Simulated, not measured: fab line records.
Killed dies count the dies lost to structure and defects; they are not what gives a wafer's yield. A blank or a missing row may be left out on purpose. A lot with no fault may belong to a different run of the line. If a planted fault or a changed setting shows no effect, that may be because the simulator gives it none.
fab line records | flow nandHarc
record lots=12 wafers=36 lastDay=33
route steps=1302 shown P_CONTACT@235 P_M0@258 END@1302
lots untouched by any fault: they come from a run of this same line in which no faults occurred
startH: hours from the record's opening day to when the first of the lot's shown wafers began | waitH: how many hours have passed since the lot's step before this one | " unchanged from the row above | L1.1+2: several wafers, shown together as one row | - no value, or no start given | * or withheld: withheld | < > ~ a bound
route shown NAME@n: NAME is a module with steps in the file, n the number in the route of the first one | usual: mean/standard deviation of fault-free wafers | same: alike in all rows | chamber/n: place in a boat | sites: readings site by site | _std_site: standard deviation across them | _edge_site: outer sites' mean less inner sites' | radiusMm: for every site, how far away it sits from the centre of the wafer | mask NAME#n: copy n | behind: tool/chamber where the wafer was last shaped | hold: why the lot went on hold/how many hours it stayed there/how the hold came to an end | device: the n, p or np transistor that did not switch | end of line: the tests these same wafers got at the end of their route | a step with no rows: only its recipe | killed: not the wafer's yield, but the dies lost to structure and defects at the first sort | map: the dies of a wafer, with x for killed, . for not killed, _ for no die there
set.NAME: the run value of the setting; set.NAME@STEP: its run value at that earlier step | model.NAME: the simulator's own value behind a step, which no gauge read
route steps across a sampled set of lots; one table per step, one row per wafer
services: the hour from which a tool's chamber was out of use, counted from the record's first day as startH (under 0 if before that day), plus the number of hours and why
## steps
# step NHARC_P_CONTACT_DESCUM_17
# recipe timeS=3 o2FlowSccm=200 arFlowSccm=0 biasPowerW=0 chemistry=O2
# usual drypumpMotorCurrentA=5.7/0.55 oesProductAu=0.999/0.0066 rfVppV=57.8/0.96 showerheadPlenumPTorr=1.92/0.097 throttleValvePct=11.311/0.0084
# same biasPowerW=0
# columns lot.wafer tool chamber startH waitH drypumpMotorCurrentA oesProductAu rfHoursCounterH rfVppV showerheadPlenumPTorr throttleValvePct
L561.4 rieDiel-10 0 132.46 0.1 6.4 1.006 1.4 56.5 1.87 11.322
L561.3 " 2 " " 6.1 1.000 1.3 57.6 2.00 11.306
L561.5 " 1 " " 4.8 0.987 - 57.8 2.07 11.322
L564.4 rieDiel-10 3 159.43 0.1 5.6 0.996 2.4 57.5 2.06 11.304
L564.2 " 1 " " 4.8 0.994 2.5 58.6 2.07 11.301
L564.6 " 0 " " 6.4 0.997 - 57.7 1.87 11.306
L565.3 rieDiel-10 0 164.14 0.1 6.4 1.005 2.8 57.2 1.87 11.317
L565.1 " 2 " " 6.1 1.003 2.8 55.9 2.00 11.300
L565.5 " 1 " " 4.8 0.986 - 58.3 2.07 11.312
L569.4 rieDiel-05 3 212.61 0.1 6.0 0.999 3.7 57.1 1.80 11.301
L569.1 " 0 " " 5.8 0.997 3.5 58.6 1.97 11.322
L569.6 " 1 " " 6.2 0.997 - 57.7 1.87 11.314
L570.1 rieDiel-10 3 214.36 0.1 5.6 0.994 4.6 59.7 2.06 11.299
L570.5 " 0 " " 6.5 0.998 - 58.4 1.87 11.314
L570.6 " 1 " " 4.8 0.990 - 57.5 2.07 11.313
L575.2 rieDiel-05 0 264.01 0.1 5.8 0.988 0.7 56.9 1.96 11.319
L575.3 " 1 " " 6.2 0.995 0.7 55.7 1.87 11.323
L575.5 " 0 " " 5.8 0.995 - 57.2 1.97 11.315
L576.1 rieDiel-05 3 276.78 0.1 6.0 0.996 1.2 56.4 1.80 11.305
L576.2 " 0 " " 5.8 0.996 1.0 57.6 1.97 11.301
L576.6 " 3 " " 6.0 0.995 - 58.9 1.80 11.318
L577.2 rieDiel-05 3 287.99 0.1 6.0 1.004 1.6 57.4 1.80 11.315
L577.3 " 2 " " 4.8 0.999 1.9 57.7 1.80 11.299
L577.5 " 0 " " 5.8 1.005 - 57.1 1.96 11.316
L578.4 rieDiel-05 3 300.93 0.1 6.0 0.992 2.1 56.8 1.80 11.314
L578.5 " 0 " " 5.8 0.998 - 57.6 1.96 11.303
L578.6 " 1 " " 6.2 1.010 - 57.1 1.87 11.302
L580.3 rieDiel-05 1 312.82 0.1 6.2 1.001 2.8 58.6 1.87 11.301
L580.1 " 3 " " 6.0 0.985 2.5 56.6 1.79 11.304
L580.4 " 0 " " 5.8 1.007 2.3 58.5 1.96 11.311
L581.1 rieDiel-01 2 330.61 0.1 5.5 0.990 6.5 58.2 2.01 11.307
L581.2 " 0 " " 5.3 0.992 6.4 58.3 1.81 11.307
L581.6 " 2 " " 5.5 1.001 - 59.4 2.01 11.313
L582.2 rieDiel-05 3 335.41 0.1 6.0 0.996 3.1 57.7 1.79 11.312
L582.5 " 0 " " 5.8 1.012 - 59.6 1.96 11.321
L582.6 " 1 " " 6.2 1.003 - 57.1 1.87 11.301
# step NHARC_P_CONTACT_ETCH_36
# recipe targetDepthA=2600 overEtchFrac=0.25 timeS=406.25 ionEnergyEv=200 n2FlowSccm=150 h2FlowSccm=150 arFlowSccm=0 rfW=400 biasW=150 chemistry=N2/H2
# usual drypumpMotorCurrentA=5.7/0.57 oesProductAu=0.999/0.0069 rfVppV=431/3.1 showerheadPlenumPTorr=2.04/0.11 throttleValvePct=14.170/0.0089
# same overEtchFrac=0.25
# columns lot.wafer tool chamber startH waitH drypumpMotorCurrentA oesProductAu rfHoursCounterH rfVppV showerheadPlenumPTorr throttleValvePct
L561.4 rieDiel-10 0 - - 6.4 1.005 1.5 432 1.99 14.158
L561.3 " 3 " " 5.6 1.003 1.4 435 2.20 14.169
L561.5 " 0 " " 6.4 1.006 - 428 1.99 14.179
L564.2 rieDiel-10 2 - - 6.1 1.006 2.5 432 2.13 14.162
L564.4 " 0 " " 6.5 1.000 2.6 429 1.99 14.185
L564.6 " 2 " " 6.1 0.997 - 433 2.14 14.176
L565.3 rieDiel-10 3 - - 5.6 1.007 2.9 436 2.20 14.166
L565.1 " 0 " " 6.4 1.010 2.9 429 1.99 14.159
L565.5 " 3 " " 5.6 1.008 - 435 2.20 14.164
L569.1 rieDiel-05 1 - - 6.2 0.995 4.1 430 2.00 14.182
L569.6 " 0 " " 5.8 0.999 - 432 2.10 14.178
L569.4 " 2 " " 4.9 0.989 - 428 1.92 14.173
L570.1 rieDiel-10 3 - - 5.6 0.999 4.7 435 2.20 14.161
L570.6 " 0 " " 6.4 1.002 - 429 1.99 14.165
L570.5 " 1 " " 4.8 0.998 - 436 2.21 14.174
L575.2 rieDiel-05 1 - - 6.2 1.009 0.7 429 2.00 14.165
L575.3 " 3 " " 6.0 1.017 0.9 426 1.91 14.170
L575.5 " 1 " " 6.2 0.999 - 429 2.00 14.178
L576.2 rieDiel-05 2 - - 4.9 0.997 1.4 427 1.91 14.183
L576.1 " 3 " " 6.0 0.996 1.3 427 1.91 14.179
L576.6 " 1 " " 6.2 0.991 - 430 2.00 14.172
L577.2 rieDiel-05 3 - - 6.0 0.998 1.7 427 1.91 14.185
L577.3 " 0 " " 5.8 0.998 1.5 432 2.10 14.173
L577.5 " 1 " " 6.2 1.004 - 430 2.00 14.168
L578.4 rieDiel-05 1 - - 6.2 0.996 2.3 430 2.00 14.164
L578.6 " 2 " " 4.9 0.995 - 426 1.91 14.163
L578.5 " 3 " " 6.0 0.991 - 427 1.91 14.170
L580.4 rieDiel-05 0 - - 5.8 0.999 2.4 431 2.10 14.176
L580.3 " 1 " " 6.2 1.000 2.8 430 2.00 14.171
L580.1 " 3 " " 6.0 0.992 2.6 428 1.91 14.168
L581.1 rieDiel-01 0 - - 5.3 0.999 6.5 427 1.93 14.179
L581.2 " 3 " " 5.3 1.004 5.6 428 1.93 14.167
L581.6 " 1 " " 6.5 1.007 - 429 2.02 14.171
L582.2 rieDiel-05 2 - - 4.9 0.987 3.7 428 1.91 14.175
L582.6 " 3 " " 6.0 0.992 - 427 1.91 14.158
L582.5 " 0 " " 5.8 0.999 - 430 2.10 14.169
# step NHARC_P_CONTACT_CMP_24
# recipe tOverpolishS=30 targetThkNm=200
# usual motorCurrentA=12.1/0.84 overpolishRunS=30.000/0.0085 timeToEndpointS=40.6/2.3
# same tOverpolishS=30
# columns lot.wafer tool chamber startH waitH motorCurrentA overpolishRunS timeToEndpointS
L561.3 cmp-01 3 135.25 0.5 10.0 29.989 40.8
L561.4 " 0 " " 12.7 30.003 41.4
L561.5 " 2 " " 13.5 29.999 39.9
L564.2 cmp-02 1 162.17 0.5 11.7 29.999 36.4
L564.4 " 2 " " 11.6 30.002 37.2
L564.6 " 0 " " 13.3 30.007 42.4
L565.1 cmp-04 3 166.84 0.6 13.1 30.007 40.0
L565.3 " 1 " " 11.6 30.004 38.9
L565.5 " 2 " " 10.8 30.016 40.0
L569.4 cmp-04 2 215.39 0.3 10.7 30.010 44.0
L569.1 " 1 " " 11.7 30.000 42.9
L569.6 " 3 " " 13.0 29.994 42.6
L570.1 cmp-01 0 217.05 0.6 12.8 29.993 42.4
L570.5 " 0 " " 13.0 30.001 39.4
L570.6 " 1 " " 12.7 30.006 43.1
L575.3 cmp-02 0 266.71 0.3 12.8 29.994 42.1
L575.2 " 2 " " 11.5 29.995 39.8
L575.5 " 3 " " 12.5 30.003 42.9
L576.2 cmp-01 1 279.50 0.6 13.0 29.994 37.6
L576.1 " 2 " " 12.7 30.000 36.5
L576.6 " 2 " " 12.7 30.025 39.5
L577.2 cmp-02 2 290.79 0.6 12.1 29.990 38.7
L577.3 " 0 " " 12.2 29.993 41.6
L577.5 " 1 " " 11.6 30.005 38.4
L578.4 cmp-01 0 303.68 0.4 12.9 30.007 38.4
L578.5 " 1 " " 12.1 30.010 39.6
L578.6 " 2 " " 12.2 30.005 39.2
L580.3 cmp-04 1 315.54 0.4 11.8 30.011 35.1
L580.4 " 2 " " 10.5 29.987 36.2
L580.1 " 3 " " 12.3 30.003 37.5
L581.1 cmp-01 1 333.29 0.6 12.8 30.013 38.2
L581.2 " 0 " " 12.5 30.023 39.1
L581.6 " 1 " " 12.4 30.004 36.2
L582.2 cmp-04 3 338.63 0.6 12.9 29.987 42.4
L582.6 " 1 " " 11.5 30.006 38.7
L582.5 " 2 " " 10.7 29.981 41.1
# step NHARC_P_M0_SOFTBAKE_04
# recipe tempC=105 timeS=55
# usual heaterPowerTotalW=188.44/0.13
# columns lot.wafer tool chamber startH waitH heaterPowerTotalW
L561.3 lithoTrack-04 0 136 - 188.42
L561.4 " 0 " " 188.39
L561.5 " 0 " " 188.41
L564.2 lithoTrack-06 0 163 - 188.39
L564.4 " 0 " " 188.48
L564.6 " 0 " " 188.32
L565.1 lithoTrack-01 0 167 - 188.42
L565.3 " 0 " " 188.45
L565.5 " 0 " " 188.28
L569.1 lithoTrack-06 0 216 - 174.35
L569.4 " 0 " " 174.23
L569.6 " 0 " " 174.30
L570.1 lithoTrack-06 0 217 - 174.42
L570.5 " 0 " " 174.36
L570.6 " 0 " " 174.42
L575.2 lithoTrack-01 0 267 - 188.40
L575.3 " 0 " " 188.32
L575.5 " 0 " " 188.30
L576.1 lithoTrack-04 0 280 - 188.67
L576.2 " 0 " " 188.33
L576.6 " 0 " " 188.49
L577.2 lithoTrack-01 0 291 - 188.45
L577.3 " 0 " " 188.27
L577.5 " 0 " " 188.27
L578.4 lithoTrack-01 0 304 - 188.30
L578.5 " 0 " " 188.42
L578.6 " 0 " " 188.63
L580.1 lithoTrack-01 0 316 - 188.56
L580.3 " 0 " " 188.33
L580.4 " 0 " " 188.47
L581.1 lithoTrack-06 0 334 - 188.36
L581.2 " 0 " " 188.36
L581.6 " 0 " " 188.44
L582.2 lithoTrack-01 0 339 - 188.57
L582.5 " 0 " " 188.42
L582.6 " 0 " " 188.27
# step NHARC_END_SORT_01
# recipe tempC=25
# usual defectLimitedYield=90.3/3 killedAtArray=60/21 killedAtOther=1.0/1.2 killedAtPeriphery=4.2/2.8 killedDies=65/20 killedOpen=3.1/1.8 killedShort=2.6/1.6
# same grossDies=677
# columns lot.wafer tool chamber startH waitH defectLimitedYield[%] killedAtArray killedAtOther killedAtPeriphery killedDies killedOpen killedShort
L561.3 prober-01 0 571.84 3.1 86.6 85 1 5 91 3 4
L561.4 prober-01 0 572.63 3.3 87.9 79 0 3 82 2 2
L561.5 prober-01 0 573.41 3.6 89.2 71 1 1 73 2 2
L564.2 prober-02 0 593.43 2.8 86.7 78 3 9 90 2 6
L564.4 prober-02 0 595.06 3.4 88.0 75 1 5 81 1 4
L564.6 prober-02 0 596.69 4.1 91.1 54 2 4 60 0 1
L565.1 prober-02 0 610.00 2.5 91.1 57 2 1 60 3 0
L565.3 prober-02 0 611.60 3.1 90.1 62 0 5 67 5 4
L565.5 prober-02 0 613.21 3.7 91.4 57 0 1 58 4 5
L570.1 prober-02 0 648.58 2.5 92.5 46 1 4 51 1 2
L570.5 prober-02 0 651.81 3.7 90.4 62 1 2 65 3 5
L570.6 prober-02 0 652.62 4.0 90.3 62 2 2 66 5 2
L569.1 prober-01 0 648.58 2.5 92.0 51 0 3 54 0 3
L569.4 prober-01 0 651.01 3.4 90.8 56 2 4 62 4 3
L569.6 prober-01 0 652.62 4.0 92.3 48 0 4 52 2 4
L575.2 prober-02 0 686.36 2.8 93.9 36 0 5 41 6 5
L575.3 prober-02 0 687.17 3.1 94.5 35 0 2 37 0 6
L575.5 prober-02 0 688.78 3.7 94.5 33 0 4 37 1 5
L577.2 prober-01 0 723.30 2.8 90.0 61 5 2 68 1 1
L577.3 prober-01 0 724.09 3.1 86.4 89 3 0 92 2 1
L577.5 prober-01 0 725.69 3.7 89.2 66 4 3 73 1 5
L576.1 prober-02 0 735.54 2.5 87.0 80 0 8 88 4 2
L576.2 prober-02 0 736.34 2.8 87.6 80 0 4 84 2 4
L576.6 prober-02 0 739.56 4.0 85.7 91 0 6 97 3 4
L580.1 prober-01 0 763.23 2.5 89.7 65 0 5 70 3 0
L580.3 prober-01 0 764.83 3.1 88.6 71 0 6 77 3 0
L580.4 prober-01 0 765.63 3.4 86.4 88 0 4 92 3 2
L578.4 prober-02 0 767.34 3.4 91.4 51 3 4 58 2 2
L578.5 prober-02 0 768.14 3.7 93.4 43 1 1 45 3 3
L578.6 prober-02 0 768.93 4.0 94.5 35 0 2 37 3 1
L582.2 prober-02 0 773.51 2.8 89.8 66 1 2 69 2 5
L582.5 prober-02 0 775.93 3.7 92.8 47 1 1 49 3 2
L582.6 prober-02 0 776.73 4.0 88.9 68 1 6 75 5 4
L581.1 prober-01 0 778.83 2.5 97.0 15 1 4 20 2 2
L581.2 prober-01 0 779.63 2.8 95.1 22 2 9 33 4 3
L581.6 prober-01 0 782.82 4.0 95.4 19 3 9 31 5 2
# killed by level:class
L561.3 A_CHANNEL_HOLE_D1:chamberFilmFlake=39 A_SLIT:chamberFilmFlake=27 A_STAIRCASE:chamberFilmFlake=5 A_CHANNEL_HOLE_D2:chamberFilmFlake=4 A_ONON_D2:geometricParticle:short=2 P_GATE:chamberFilmFlake=2 P_BONDPAD:chamberFilmFlake=2 A_WL_FILL:chamberFilmFlake=2
L561.4 A_CHANNEL_HOLE_D1:chamberFilmFlake=35 A_SLIT:chamberFilmFlake=19 A_CHANNEL_HOLE_D2:chamberFilmFlake=12 A_CONTACT:chamberFilmFlake=8 P_GATE:chamberFilmFlake=2 P_M1:geometricParticle:short=1 A_SOURCE_PLATE:geometricParticle:short=1 A_ONON_D2:geometricParticle:open=1
L561.5 A_CHANNEL_HOLE_D1:chamberFilmFlake=31 A_SLIT:chamberFilmFlake=13 A_CHANNEL_HOLE_D2:chamberFilmFlake=10 A_ZERO_WELL:chamberFilmFlake=5 A_CONTACT:chamberFilmFlake=5 A_STAIRCASE:chamberFilmFlake=3 A_CHANNEL_FILL_D1:geometricParticle:short=1 A_ONON_D2:geometricParticle:open=1
L564.2 A_CHANNEL_HOLE_D2:chamberFilmFlake=33 A_CHANNEL_HOLE_D1:chamberFilmFlake=33 P_GATE:chamberFilmFlake=7 A_CONTACT:chamberFilmFlake=5 THIN_TSV:chamberFilmFlake=3 P_GATE:geometricParticle:open=1 P_GATE:geometricParticle:short=1 A_SOURCE_PLATE:geometricParticle:short=1
L564.4 A_CHANNEL_HOLE_D2:chamberFilmFlake=33 A_CHANNEL_HOLE_D1:chamberFilmFlake=30 A_CONTACT:chamberFilmFlake=6 P_GATE:chamberFilmFlake=4 P_M0:geometricParticle:short=1 A_CHANNEL_HOLE_D1:geometricParticle:short=1 A_CHANNEL_HOLE_D2:geometricParticle:short=1 A_CHANNEL_FILL_D2:geometricParticle:open=1
L564.6 A_CHANNEL_HOLE_D1:chamberFilmFlake=24 A_CHANNEL_HOLE_D2:chamberFilmFlake=22 A_CONTACT:chamberFilmFlake=5 P_GATE:chamberFilmFlake=4 THIN_TSV:chamberFilmFlake=2 A_CHANNEL_FILL_D1:geometricParticle:short=1 A_STAIRCASE:chamberFilmFlake=1 A_WL_FILL:chamberFilmFlake=1
L565.1 A_CHANNEL_HOLE_D1:chamberFilmFlake=36 A_CHANNEL_HOLE_D2:chamberFilmFlake=12 A_CHANNEL_FILL_D1:chamberFilmFlake=2 THIN_TSV:chamberFilmFlake=2 P_CONTACT:geometricParticle:open=1 A_WL_FILL:geometricParticle:open=1 A_BLC:geometricParticle:open=1 A_ZERO_WELL:chamberFilmFlake=1
L565.3 A_CHANNEL_HOLE_D1:chamberFilmFlake=32 A_CHANNEL_HOLE_D2:chamberFilmFlake=12 A_CONTACT:chamberFilmFlake=7 A_CHANNEL_FILL_D1:geometricParticle:open=2 A_WL_FILL:geometricParticle:short=2 A_CHANNEL_FILL_D2:chamberFilmFlake=2 A_STAIRCASE:chamberFilmFlake=2 P_CONTACT:geometricParticle:short=1
L565.5 A_CHANNEL_HOLE_D1:chamberFilmFlake=25 A_CHANNEL_HOLE_D2:chamberFilmFlake=15 A_CONTACT:chamberFilmFlake=5 A_ONON_D1:geometricParticle:short=2 A_CHANNEL_FILL_D1:chamberFilmFlake=2 P_M1:geometricParticle:open=1 A_SOURCE_PLATE:geometricParticle:short=1 A_SOURCE_PLATE:geometricParticle:open=1
L570.1 A_SLIT:chamberFilmFlake=27 A_CHANNEL_HOLE_D2:chamberFilmFlake=6 A_CHANNEL_HOLE_D1:chamberFilmFlake=5 A_CONTACT:chamberFilmFlake=4 A_CHANNEL_FILL_D2:chamberFilmFlake=2 P_M0:geometricParticle:short=1 A_SOURCE_PLATE:geometricParticle:short=1 A_CHANNEL_FILL_D1:geometricParticle:open=1
L569.1 A_CHANNEL_HOLE_D1:chamberFilmFlake=38 A_SGD_CUT:chamberFilmFlake=4 A_CHANNEL_HOLE_D2:unspecified=3 P_CONTACT:chamberFilmFlake=2 P_M0:geometricParticle:short=1 A_CHANNEL_HOLE_D1:geometricParticle:short=1 A_CHANNEL_FILL_D2:geometricParticle:short=1 A_ZERO_WELL:chamberFilmFlake=1
L569.4 A_CHANNEL_HOLE_D1:chamberFilmFlake=37 A_CHANNEL_HOLE_D2:chamberFilmFlake=3 A_SGD_CUT:chamberFilmFlake=3 A_CONTACT:chamberFilmFlake=3 THIN_TSV:chamberFilmFlake=2 P_CONTACT:geometricParticle:open=1 P_M0:geometricParticle:open=1 A_CHANNEL_HOLE_D1:geometricParticle:short=1
L570.5 A_CHANNEL_HOLE_D2:chamberFilmFlake=19 A_SLIT:chamberFilmFlake=14 A_CHANNEL_HOLE_D1:chamberFilmFlake=7 A_STAIRCASE:chamberFilmFlake=7 A_CHANNEL_FILL_D2:chamberFilmFlake=5 A_CONTACT:chamberFilmFlake=3 A_WL_FILL:geometricParticle:short=2 P_GATE:geometricParticle:short=1
L569.6 A_CHANNEL_HOLE_D1:chamberFilmFlake=32 A_STAIRCASE:chamberFilmFlake=3 A_SGD_CUT:chamberFilmFlake=3 P_M0:geometricParticle:open=2 A_WL_FILL:geometricParticle:short=2 P_CONTACT:chamberFilmFlake=2 A_ONON_D1:geometricParticle:short=1 A_CONTACT:geometricParticle:short=1
L570.6 A_SLIT:chamberFilmFlake=37 A_CHANNEL_HOLE_D2:chamberFilmFlake=7 A_CONTACT:chamberFilmFlake=5 A_STAIRCASE:chamberFilmFlake=3 P_M0:geometricParticle:open=2 A_DECK1_JOINT:chamberFilmFlake=2 A_CHANNEL_FILL_D2:chamberFilmFlake=2 THIN_TSV:chamberFilmFlake=2
L575.2 A_CHANNEL_HOLE_D2:chamberFilmFlake=18 A_CHANNEL_HOLE_D1:chamberFilmFlake=5 P_GATE:geometricParticle:open=2 A_WL_FILL:geometricParticle:short=2 P_GATE:chamberFilmFlake=2 A_STAIRCASE:chamberFilmFlake=2 P_STI:geometricParticle:short=1 A_CHANNEL_FILL_D1:geometricParticle:short=1
L575.3 A_CHANNEL_HOLE_D2:chamberFilmFlake=13 A_CHANNEL_HOLE_D1:chamberFilmFlake=5 A_STAIRCASE:chamberFilmFlake=4 A_ONON_D2:geometricParticle:short=3 A_SLIT:chamberFilmFlake=3 P_GATE:chamberFilmFlake=2 A_WL_FILL:chamberFilmFlake=2 A_CHANNEL_FILL_D1:geometricParticle:short=1
L575.5 A_CHANNEL_HOLE_D2:chamberFilmFlake=17 A_CHANNEL_HOLE_D1:chamberFilmFlake=4 A_STAIRCASE:chamberFilmFlake=3 A_WL_FILL:chamberFilmFlake=3 A_CHANNEL_FILL_D1:geometricParticle:short=2 A_WL_FILL:geometricParticle:short=2 P_GATE:chamberFilmFlake=2 P_GATE:geometricParticle:open=1
L577.2 A_CHANNEL_HOLE_D1:chamberFilmFlake=33 A_SLIT:chamberFilmFlake=14 A_STAIRCASE:chamberFilmFlake=5 THIN_TSV:chamberFilmFlake=5 P_GATE:chamberFilmFlake=2 A_WL_FILL:chamberFilmFlake=2 A_ONON_D1:geometricParticle:short=1 A_CHANNEL_FILL_D1:geometricParticle:open=1
L577.3 A_SLIT:chamberFilmFlake=41 A_CHANNEL_HOLE_D1:chamberFilmFlake=30 A_STAIRCASE:chamberFilmFlake=7 THIN_TSV:chamberFilmFlake=3 A_ZERO_WELL:chamberFilmFlake=2 A_SGD_CUT:chamberFilmFlake=2 A_ONON_D1:geometricParticle:short=1 A_DECK1_JOINT:geometricParticle:open=1
L577.5 A_CHANNEL_HOLE_D1:chamberFilmFlake=32 A_SLIT:chamberFilmFlake=20 A_STAIRCASE:chamberFilmFlake=6 THIN_TSV:chamberFilmFlake=4 A_CHANNEL_FILL_D1:chamberFilmFlake=2 P_GATE:geometricParticle:short=1 P_CONTACT:geometricParticle:open=1 A_DECK1_JOINT:geometricParticle:short=1
L576.1 A_SLIT:chamberFilmFlake=34 A_CHANNEL_HOLE_D1:chamberFilmFlake=22 A_CHANNEL_HOLE_D2:chamberFilmFlake=11 A_CONTACT:chamberFilmFlake=7 P_STI:chamberFilmFlake=4 P_CONTACT:geometricParticle:short=1 P_CONTACT:geometricParticle:open=1 P_M1:geometricParticle:open=1
L576.2 A_CHANNEL_HOLE_D1:chamberFilmFlake=27 A_CHANNEL_HOLE_D2:chamberFilmFlake=21 A_SLIT:chamberFilmFlake=19 A_CONTACT:chamberFilmFlake=5 A_STAIRCASE:chamberFilmFlake=3 P_CONTACT:geometricParticle:short=2 A_ONON_D2:geometricParticle:short=1 A_CHANNEL_FILL_D2:geometricParticle:open=1
L576.6 A_CHANNEL_HOLE_D1:chamberFilmFlake=37 A_SLIT:chamberFilmFlake=29 A_CHANNEL_HOLE_D2:chamberFilmFlake=12 A_CONTACT:chamberFilmFlake=7 P_ZERO_WELL:chamberFilmFlake=3 A_ONON_D2:geometricParticle:short=2 P_M1:chamberFilmFlake=2 P_M0:geometricParticle:open=1
L580.1 A_CHANNEL_HOLE_D1:chamberFilmFlake=32 A_SLIT:chamberFilmFlake=17 A_CONTACT:chamberFilmFlake=5 P_GATE:chamberFilmFlake=3 A_CHANNEL_HOLE_D2:chamberFilmFlake=3 A_STAIRCASE:chamberFilmFlake=2 A_CHANNEL_FILL_D1:geometricParticle:open=1 A_WL_FILL:geometricParticle:open=1
L580.3 A_CHANNEL_HOLE_D1:chamberFilmFlake=41 A_SLIT:chamberFilmFlake=17 P_GATE:chamberFilmFlake=5 A_STAIRCASE:chamberFilmFlake=4 A_WL_FILL:chamberFilmFlake=4 P_CONTACT:geometricParticle:open=1 A_CHANNEL_FILL_D2:geometricParticle:open=1 A_BLC:geometricParticle:open=1
L580.4 A_CHANNEL_HOLE_D1:chamberFilmFlake=37 A_SLIT:chamberFilmFlake=34 A_CONTACT:chamberFilmFlake=6 A_STAIRCASE:chamberFilmFlake=3 P_GATE:chamberFilmFlake=2 P_GATE:geometricParticle:open=1 A_CHANNEL_FILL_D1:geometricParticle:short=1 A_CHANNEL_FILL_D1:geometricParticle:open=1
L578.4 A_CHANNEL_HOLE_D2:chamberFilmFlake=24 A_CHANNEL_HOLE_D1:chamberFilmFlake=10 A_BLC:chamberFilmFlake=5 A_CONTACT:chamberFilmFlake=3 A_SLIT:chamberFilmFlake=3 THIN_TSV:chamberFilmFlake=3 A_STAIRCASE:chamberFilmFlake=2 P_CONTACT:geometricParticle:short=1
L578.5 A_CHANNEL_HOLE_D2:chamberFilmFlake=19 A_SLIT:chamberFilmFlake=7 A_CONTACT:chamberFilmFlake=4 A_WL_FILL:geometricParticle:short=2 A_CHANNEL_FILL_D1:chamberFilmFlake=2 A_WL_FILL:chamberFilmFlake=2 A_BLC:chamberFilmFlake=2 P_M0:geometricParticle:short=1
L578.6 A_CHANNEL_HOLE_D2:chamberFilmFlake=15 A_CHANNEL_HOLE_D1:chamberFilmFlake=9 A_SLIT:chamberFilmFlake=2 A_CONTACT:chamberFilmFlake=2 P_STI:geometricParticle:open=1 A_SOURCE_PLATE:geometricParticle:short=1 A_ONON_D1:geometricParticle:open=1 A_DECK1_JOINT:geometricParticle:open=1
L582.2 A_CHANNEL_HOLE_D2:chamberFilmFlake=34 A_SLIT:chamberFilmFlake=15 A_CONTACT:chamberFilmFlake=8 A_CHANNEL_HOLE_D1:chamberFilmFlake=2 P_M0:geometricParticle:short=1 A_ONON_D1:geometricParticle:short=1 A_ONON_D2:geometricParticle:short=1 A_STAIRCASE:geometricParticle:short=1
L582.5 A_CHANNEL_HOLE_D1:chamberFilmFlake=12 A_SLIT:chamberFilmFlake=12 A_CONTACT:chamberFilmFlake=8 A_CHANNEL_HOLE_D2:chamberFilmFlake=8 A_ONON_D1:geometricParticle:open=2 A_CHANNEL_FILL_D2:geometricParticle:short=1 A_CONTACT:geometricParticle:short=1 A_M1:geometricParticle:open=1
L582.6 A_CHANNEL_HOLE_D2:chamberFilmFlake=30 A_SLIT:chamberFilmFlake=16 A_CHANNEL_HOLE_D1:chamberFilmFlake=8 A_CONTACT:chamberFilmFlake=7 A_DECK1_JOINT:geometricParticle:short=3 P_GATE:chamberFilmFlake=3 P_GATE:geometricParticle:open=2 P_M0:geometricParticle:open=1
L581.1 A_SLIT:chamberFilmFlake=5 A_CONTACT:chamberFilmFlake=3 P_ZERO_WELL:chamberFilmFlake=2 P_CONTACT:geometricParticle:short=1 A_DECK1_JOINT:geometricParticle:open=1 A_CHANNEL_FILL_D1:geometricParticle:open=1 A_ONON_D2:geometricParticle:short=1 P_GATE:chamberFilmFlake=1
L581.2 A_SLIT:chamberFilmFlake=7 A_CONTACT:chamberFilmFlake=5 P_ZERO_WELL:chamberFilmFlake=3 P_M0:chamberFilmFlake=3 A_SGD_CUT:geometricParticle:open=2 THIN_TSV:chamberFilmFlake=2 P_GATE:geometricParticle:open=1 P_M2:geometricParticle:short=1
L581.6 A_SLIT:chamberFilmFlake=7 P_M0:chamberFilmFlake=6 A_CONTACT:chamberFilmFlake=4 THIN_TSV:chamberFilmFlake=3 A_M0:geometricParticle:open=2 P_CONTACT:geometricParticle:open=1 P_M0:geometricParticle:open=1 A_CHANNEL_FILL_D1:geometricParticle:open=1
## services
# columns tool chamber startH hours kind
cmp-04 - 111.08 4.0 pm
rieDiel-10 1 118.89 4.1 repair
rieDiel-05 0 119.39 14.6 repair
rieDiel-05 2 146.39 7.0 repair
lithoTrack-01 - 155.00 7.0 pm
cmp-04 - 166.10 0.3 repair
rieDiel-10 2 166.30 3.0 repair
lithoTrack-06 - 179.00 7.0 pm
cmp-01 - 179.81 1.3 repair
rieDiel-10 2 183.06 2.9 repair
cmp-01 - 185.50 4.0 pm
rieDiel-05 3 195.47 11.0 repair
cmp-04 - 206.57 0.9 repair
cmp-04 - 209.08 4.0 pm
rieDiel-05 2 218.37 5.3 repair
cmp-01 - 227.82 3.5 repair
rieDiel-05 - 229.60 9.0 pm
rieDiel-10 - 242.50 9.0 pm
cmp-01 - 270.18 2.5 repair
cmp-01 - 283.55 4.0 pm
cmp-04 - 296.77 1.7 repair
rieDiel-10 1 300.71 1.4 repair
lithoTrack-01 - 330.00 7.0 pm
rieDiel-05 - 331.08 0.5 repair
## key
firstSign step=NHARC_P_M0_SOFTBAKE_04 reading=heaterPowerTotalW direction=down sigmas=99+ usual=* struck=*
effect none on later readings
metAt NHARC_P_M0_SOFTBAKE_04
struckLots L569,L570
notActingAt NHARC_P_CONTACT_DESCUM_17,NHARC_P_CONTACT_ETCH_36,NHARC_P_CONTACT_CMP_24
onsetBetween 163 216
fault kind=processParameterDrift tool=lithoTrack-06 chamber=- onsetH=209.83 steps=NHARC_P_M0_SOFTBAKE_04 channel=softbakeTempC offset=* shape=step endH=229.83 actsIn=* stated=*
